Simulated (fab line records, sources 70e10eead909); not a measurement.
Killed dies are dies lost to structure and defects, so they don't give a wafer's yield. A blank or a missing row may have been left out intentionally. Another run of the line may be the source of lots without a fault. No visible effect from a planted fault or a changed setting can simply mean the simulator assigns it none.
Which tool is to blame?	flow nand_harc	12 lots with 36 wafers sampled at 3 steps, on a route of 1302 steps

## WHAT THE GAUGES READ, wafer by wafer
NHARC_A_SLIT_CD_MEAS_09: target cd 300 nm.
lot	measured	on	cd_nm (nm)
L075	day 20 15:43	cd_sem-03	300.4 300.0 300.4
L078	day 21 05:12	cd_sem-02	299.4 300.5 299.8
L079	day 22 01:16	cd_sem-01	299.5 299.3 299.2
L081	day 23 01:47	cd_sem-01	299.6 299.0 299.9
L083	day 23 14:14	cd_sem-03	299.5 299.7 299.3
L086	day 24 14:32	cd_sem-02	299.8 299.2 299.0
L085	day 24 18:28	cd_sem-02	300.1 299.9 300.2
L089	day 25 02:46	cd_sem-02	299.7 300.3 300.4
L091	day 26 20:12	cd_sem-01	299.7 299.8 300.0
L093	day 27 21:53	cd_sem-01	299.5 299.6 299.2
L095	day 28 08:26	cd_sem-01	300.2 299.3 300.0
L097	day 28 18:35	cd_sem-03	299.6 299.9 300.8

## EACH LOT AND THE TOOL THAT RAN IT (in order: tool; ch and the chambers of the sampled wafers; start)
lot	NHARC_A_STAIRCASE_STRIP_475	NHARC_A_SGD_CUT_ETCH_59
L075	rie_diel-10 ch 1,2, day 20 01:39	rie_diel-09 ch 1,2, day 20 15:43 or earlier
L078	rie_diel-03 ch 0,1,3, day 21 05:12 or earlier	rie_diel-04 ch 2,3, day 21 05:12 or earlier
L079	rie_diel-10 ch 0,2,3, day 22 01:16 or earlier	rie_diel-09 ch 0,1,3, day 22 01:16 or earlier
L081	rie_diel-07 ch 0,2,3, day 23 01:47 or earlier	rie_diel-04 ch 0,1,2, day 23 01:47 or earlier
L083	rie_diel-07 ch 2,3, day 23 14:14 or earlier	rie_diel-09 ch 0,2,3, day 23 14:14 or earlier
L086	rie_diel-03 ch 0,2, day 24 14:32 or earlier	rie_diel-08 ch 0,1,3, day 24 14:32 or earlier
L085	rie_diel-03 ch 2,3, day 24 18:28 or earlier	rie_diel-08 ch 0,2,3, day 24 18:28 or earlier
L089	rie_diel-07 ch 0,1,2, day 25 02:46 or earlier	rie_diel-08 ch 0,1,3, day 25 02:46 or earlier
L091	rie_diel-07 ch 0,1,3, day 26 20:12 or earlier	rie_diel-08 ch 0,3, day 26 20:12 or earlier
L093	rie_diel-03 ch 0,1,3, day 27 21:53 or earlier	rie_diel-09 ch 1,2, day 27 21:53 or earlier
L095	rie_diel-07 ch 2,3, day 28 08:26 or earlier	rie_diel-04 ch 2,3, day 28 08:26 or earlier
L097	rie_diel-03 ch 0,1, day 28 18:35 or earlier	rie_diel-08 ch 2,3, day 28 18:35 or earlier
- NHARC_A_STAIRCASE_STRIP_475: strips in O2, time 20 s.
- NHARC_A_SGD_CUT_ETCH_59: etches the open film in N2/H2, target depth 260 nm, time 406.25 s.

## THE ANSWER, worked out from the rows above alone
Rule: usual is defined by the lots themselves. Put in order of their means at a reading, lots are off if they are a third of the lots or fewer, leave a main group of 4 or more, and stand apart from it by a gap of 3 or more times the standard deviation of the main group's means; of several such gaps the widest counts. If all means in a main group match to the digits the tables above print for the reading, that group is not used. A lot without any number at a reading at which 4 lots or more have one is off too. The other lots that the step has rows for count as sound.
No lot is off at any reading shown: from this, nothing can be told.

## WHAT WAS PUT IN BY THE SIMULATOR
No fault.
